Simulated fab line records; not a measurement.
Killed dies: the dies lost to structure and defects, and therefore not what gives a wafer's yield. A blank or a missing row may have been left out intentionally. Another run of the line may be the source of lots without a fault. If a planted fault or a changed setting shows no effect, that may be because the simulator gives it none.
Which tool did it?	flow nand harc	Sampling: 10 lots, 30 wafers, 9 of 1159 route steps

WHAT EACH GAUGE READ, for each wafer
NHARC_A_ONON_D1_INSPECT_32. Usual: raw defect count at 74, with a standard deviation of 21.
lot	measured	on	raw defect count	flag
L972	day 7 21:27	defect inspect-01	50 67 76	
L974	day 8 17:17	defect inspect-01	62 45 58	
L973	day 8 17:30	defect inspect-01	73 82 72	
L975	day 8 23:18	defect inspect-01	35 59 65	
L980	day 10 01:39	defect inspect-01	82 106 100	
L983	day 11 06:55	defect inspect-01	77 73 73	
L989	day 12 04:38	defect inspect-02	94 66 78	
L991	day 12 16:38	defect inspect-02	59 62 42	
L992	day 13 03:02	defect inspect-02	73 75 110	
L993	day 13 03:06	defect inspect-01	156 73 51	

NHARC_A_CHANNEL_HOLE_D1_CD_MEAS_10: the cd target is 100 nm. Usual: cd nm at 100.1 nm, with a standard deviation of 0.71.
lot	measured	on	cd nm (nm)	flag
L972	day 8 03:29	cd sem-03	100.5 100.3 100.6	
L974	day 8 20:06	cd sem-03	100.1 100.5 100.1	
L973	day 8 20:24	cd sem-02	99.8 99.2 100.0	
L975	day 9 02:01	cd sem-01	99.8 99.9 100.3	
L980	day 10 05:58	cd sem-01	89.7 89.3 90.6	OFF
L983	day 11 11:40	cd sem-02	94.1 94.6 94.0	OFF
L989	day 12 07:37	cd sem-01	100.9 100.5 99.3	
L991	day 12 20:17	cd sem-01	100.2 100.2 99.5	
L992	day 13 05:47	cd sem-01	100.6 101.2 100.3	
L993	day 13 05:56	cd sem-02	99.4 98.9 99.6	

NHARC_A_CHANNEL_HOLE_D1_CD_MEAS_18. Usual: cd nm at 100.1 nm, with a standard deviation of 3.
lot	measured	on	cd nm (nm)	flag
L972	day 8 04:47	cd sem-02	98.4 99.6 98.8	
L974	day 8 21:37	cd sem-02	97.4 103.6 100.2	
L973	day 8 21:42	cd sem-03	96.2 98.4 97.2	
L975	day 9 03:20	cd sem-03	101.4 97.8 99.5	
L980	day 10 07:16	cd sem-01	87.9 93.0 88.7	OFF
L983	day 11 12:58	cd sem-01	96.7 98.6 90.4	
L989	day 12 08:55	cd sem-03	101.1 94.5 103.2	
L991	day 12 21:35	cd sem-01	105.0 102.8 94.6	
L992	day 13 07:04	cd sem-03	100.9 100.7 99.8	
L993	day 13 07:14	cd sem-02	98.3 102.2 101.2	

NHARC_A_CHANNEL_HOLE_D1_CD_MEAS_30. Usual: cd nm at 89.7 nm, with a standard deviation of 2.1.
lot	measured	on	cd nm (nm)	flag
L972	day 8 12:12	cd sem-01	91.1 89.8 93.5	
L974	day 9 03:13	cd sem-01	88.4 89.6 91.0	
L973	day 9 07:28	cd sem-02	92.2 85.5 89.8	
L975	day 9 08:56	cd sem-01	88.1 90.7 92.5	
L980	day 10 15:20	cd sem-02	79.1 78.0 78.3	OFF
L983	day 11 21:13	cd sem-02	84.2 82.2 84.4	
L989	day 12 14:50	cd sem-02	90.6 88.3 93.1	
L991	day 13 03:20	cd sem-02	92.2 88.0 91.2	
L992	day 13 12:40	cd sem-03	90.8 92.3 90.1	
L993	day 13 13:01	cd sem-03	89.6 89.9 90.9	

NHARC_END_SORT_01. Usual: killed at array 28, standard deviation 10; killed at other 0.6, standard deviation 1.1; killed at periphery 3.6, standard deviation 2.6; killed dies 32, standard deviation 10; killed open 3.3, standard deviation 1.8; killed short 1.9, standard deviation 1.4.
lot	measured	on	killed at array	killed at other	killed at periphery	killed dies	killed open	killed short	flag
L972	day 18 20:38	prober-02	31 34 27	1 0 0	4 2 4	36 36 31	5 0 4	0 4 2	
L974	day 19 11:27	prober-02	28 32 30	0 0 0	3 1 1	31 33 31	3 3 1	2 3 3	
L973	day 20 00:34	prober-01	14 8 24	0 0 0	3 5 1	17 13 25	7 3 8	1 1 1	
L975	day 19 17:22	prober-02	30 21 22	0 0 1	7 3 3	37 24 26	5 2 4	2 2 2	
L980	day 20 21:31	prober-02	38 41 28	6 6 1	7 1 4	51 48 33	6 3 0	0 2 1	OFF
L983	day 23 06:19	prober-01	12 18 18	0 0 0	5 2 4	17 20 22	3 4 1	2 4 0	
L989	day 23 16:33	prober-01	28 34 34	0 0 0	3 1 0	31 35 34	4 1 5	3 5 1	
L991	day 24 03:51	prober-01	55 40 44	2 0 0	1 0 1	58 40 45	6 3 5	5 1 0	
L992	day 24 13:43	prober-01	30 34 26	0 0 0	0 3 1	30 37 27	5 3 2	1 7 0	
L993	day 24 11:26	prober-02	38 34 35	0 0 1	1 2 2	39 36 38	3 3 2	1 3 2	

WHAT TOOL EACH LOT RAN ON (gives the tool, then ch and the chambers of the sampled wafers, and finally the start)
lot	NHARC_A_CHANNEL_HOLE_D1_EXPOSE_07	NHARC_A_CHANNEL_HOLE_D1_DESCUM_15	NHARC_A_CHANNEL_HOLE_D1_ETCH_16	NHARC_A_CHANNEL_HOLE_D1_XSEM_31
L972	arfi scanner-02 ch 0, day 8 03:21	rie diel-02 ch 0,2,3, day 8 03:42	rie diel-02 ch 1,2,3, day 8 04:47 or earlier	xsem-02 ch 0, day 8 12:17
L974	arfi scanner-01 ch 0, day 8 19:58	rie diel-10 ch 0,1,3, day 8 20:19	rie diel-10 ch 0,1,3, day 8 21:37 or earlier	xsem-02 ch 0, day 9 03:18
L973	arfi scanner-03 ch 0, day 8 20:16	rie diel-02 ch 0,2,3, day 8 20:35	rie diel-02 ch 1,2, day 8 21:42 or earlier	xsem-02 ch 0, day 9 07:33
L975	arfi scanner-02 ch 0, day 9 01:52	rie diel-08 ch 0,1,2, day 9 02:12	rie diel-08 ch 0,1,2, day 9 03:20 or earlier	xsem-01 ch 0, day 9 09:02
L980	arfi scanner-01 ch 0, day 10 05:50	rie diel-08 ch 0,1,2, day 10 06:10	rie diel-08 ch 0,1,2, day 10 07:16 or earlier	xsem-02 ch 0, day 10 15:26
L983	arfi scanner-01 ch 0, day 11 11:32	rie diel-10 ch 0,1,3, day 11 11:52	rie diel-10 ch 0,2,3, day 11 12:58 or earlier	xsem-02 ch 0, day 11 21:19
L989	arfi scanner-02 ch 0, day 12 07:29	rie diel-10 ch 0,3, day 12 07:47	rie diel-10 ch 0,2,3, day 12 08:55 or earlier	xsem-02 ch 0, day 12 14:56
L991	arfi scanner-02 ch 0, day 12 20:09	rie diel-10 ch 0,1,3, day 12 20:28	rie diel-10 ch 0,1,3, day 12 21:35 or earlier	xsem-01 ch 0, day 13 03:25
L992	arfi scanner-02 ch 0, day 13 05:38	rie diel-08 ch 1,2,3, day 13 05:59	rie diel-08 ch 1,2, day 13 07:04 or earlier	xsem-01 ch 0, day 13 12:45
L993	arfi scanner-03 ch 0, day 13 05:47	rie diel-02 ch 1,2, day 13 06:07	rie diel-02 ch 0,1,3, day 13 07:14 or earlier	xsem-02 ch 0, day 13 13:06
- NHARC_A_CHANNEL_HOLE_D1_EXPOSE_07: exposes mask HOLE D1, target cd 100 nm.
- NHARC_A_CHANNEL_HOLE_D1_DESCUM_15: chemistry O2, time 3 s.
- NHARC_A_CHANNEL_HOLE_D1_ETCH_16: etches the open film in O2/COS, target depth 3100 nm, time 806 s.
- NHARC_A_CHANNEL_HOLE_D1_XSEM_31

WHAT THE TOOLS THEMSELVES READ (means of the sampled wafers that have a number; where no wafer has one, the mark that the record gives instead)
NHARC_A_CHANNEL_HOLE_D1_EXPOSE_07. Usual: exposure dose mJ cm2 at 59.63, with a standard deviation of 0.069.
lot	tool	exposure dose mJ cm2	flag
L972	arfi scanner-02	59.63	
L974	arfi scanner-01	59.61	
L973	arfi scanner-03	59.71	
L975	arfi scanner-02	59.70	
L980	arfi scanner-01	48.67	OFF
L983	arfi scanner-01	52.54	OFF
L989	arfi scanner-02	59.65	
L991	arfi scanner-02	59.54	
L992	arfi scanner-02	59.58	
L993	arfi scanner-03	59.65	

NHARC_A_CHANNEL_HOLE_D1_DESCUM_15. Usual: drypump motor current A 5.7 A, standard deviation 0.44; oes product au 0.996 a.u., standard deviation 0.013; rf vpp V 57.8 V, standard deviation 0.88; showerhead plenum p Torr 1.93 Torr, standard deviation 0.053; throttle valve pct 11.310 %, standard deviation 0.01.
lot	tool	drypump motor current A (A)	oes product au (a.u.)	rf vpp V (V)	showerhead plenum p Torr (Torr)	throttle valve pct (%)	flag
L972	rie diel-02	5.9	1.005	57.8	1.93	11.307	
L974	rie diel-10	6.1	1.009	58.7	1.93	11.306	
L973	rie diel-02	5.9	0.998	58.9	1.93	11.314	
L975	rie diel-08	5.5	0.988	57.7	1.92	11.312	
L980	rie diel-08	5.5	0.985	58.0	1.92	11.314	
L983	rie diel-10	6.1	0.986	58.6	1.93	11.305	
L989	rie diel-10	5.9	0.991	57.8	1.97	11.317	
L991	rie diel-10	6.1	0.985	57.9	1.93	11.319	
L992	rie diel-08	5.5	0.991	57.7	1.94	11.304	
L993	rie diel-02	6.1	0.989	57.2	2.00	11.321	

NHARC_A_CHANNEL_HOLE_D1_ETCH_16. Usual: drypump motor current A 5.8 A, standard deviation 0.41; oes product au 0.996 a.u., standard deviation 0.013; rf vpp V 314.5 V, standard deviation 1.4; showerhead plenum p Torr 3.15 Torr, standard deviation 0.079; throttle valve pct 28.331 %, standard deviation 0.0092.
lot	tool	drypump motor current A (A)	oes product au (a.u.)	rf vpp V (V)	showerhead plenum p Torr (Torr)	throttle valve pct (%)	flag
L972	rie diel-02	6.1	1.002	314.8	3.19	28.320	
L974	rie diel-10	6.1	0.998	314.9	3.15	28.336	
L973	rie diel-02	6.2	0.989	316.1	3.25	28.331	
L975	rie diel-08	5.5	0.991	313.8	3.14	28.333	
L980	rie diel-08	5.5	0.990	314.4	3.13	28.328	
L983	rie diel-10	5.8	1.000	313.7	3.12	28.321	
L989	rie diel-10	5.8	1.002	314.6	3.12	28.329	
L991	rie diel-10	6.1	0.992	314.9	3.15	28.338	
L992	rie diel-08	5.7	0.973	312.8	3.09	28.338	
L993	rie diel-02	5.9	1.008	314.6	3.14	28.335	

NHARC_A_CHANNEL_HOLE_D1_XSEM_31. Usual: bot cd nm 74.2 nm, standard deviation 2.2; bow nm 8.6 nm, standard deviation 0.3; tilt deg 0.08 degrees, standard deviation 0.05.
lot	tool	bot cd nm (nm)	bow nm (nm)	tilt deg (degrees)	flag
L972	xsem-02	76.4	8.4	0.04	
L974	xsem-02	74.1	9.3	0.06	
L973	xsem-02	74.4	8.3	0.11	
L975	xsem-01	74.0	8.7	0.12	
L980	xsem-02	63.3	9.1	0.04	OFF
L983	xsem-02	67.7	9.1	0.07	
L989	xsem-02	76.1	8.7	0.00	
L991	xsem-01	74.6	8.3	0.08	
L992	xsem-01	75.3	8.5	0.07	
L993	xsem-02	73.9	8.6	0.03	

THE ANSWER, worked out from the rows above alone
Rule: a lot is off if the mean of its wafers that have a number lies more than 3 standard deviations from the usual mean. A lot without any number at a reading at which 4 lots or more have one is off too. Any other lot the step has rows for is counted as sound. After the gauges, taken in route order, come the tools' own readings; for these a lot's mean is taken, as printed above. At the first step where some lot is off, the reading lying furthest off is the one used; lots without a number count as furthest.
Off: L980, L983 (NHARC_A_CHANNEL_HOLE_D1_CD_MEAS_10, cd nm).
If a tool, at a process step before that reading, ran all the lots that are off and no sound lot after the first of them, it fits. The gauges at NHARC_A_CHANNEL_HOLE_D1_CD_MEAS_10 aren't tried: what is off there is off at NHARC_A_CHANNEL_HOLE_D1_EXPOSE_07 too, on other tools, and a gauge's error can't cause that. One fits: arfi scanner-01 at NHARC_A_CHANNEL_HOLE_D1_EXPOSE_07. A fault onset in the window from L974 (day 8 19:58, its last sound lot) to L980 (day 10 05:50, its first lot off) fits.
The tool's own readings at NHARC_A_CHANNEL_HOLE_D1_EXPOSE_07 bear it out: on the lots that are off they differ by more than 5 times the standard deviation of the sound lots' means. exposure dose mJ cm2 reads 50.61 there against 59.63 on the sound lots.

WHAT WAS PUT IN BY THE SIMULATOR
Process parameter drift: arfi scanner-01, from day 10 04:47 on, at NHARC_A_CHANNEL_HOLE_D1_EXPOSE_07. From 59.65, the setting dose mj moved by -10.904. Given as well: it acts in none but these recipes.
Struck lots among those shown: L980, L983. This agrees with what the rule above found.
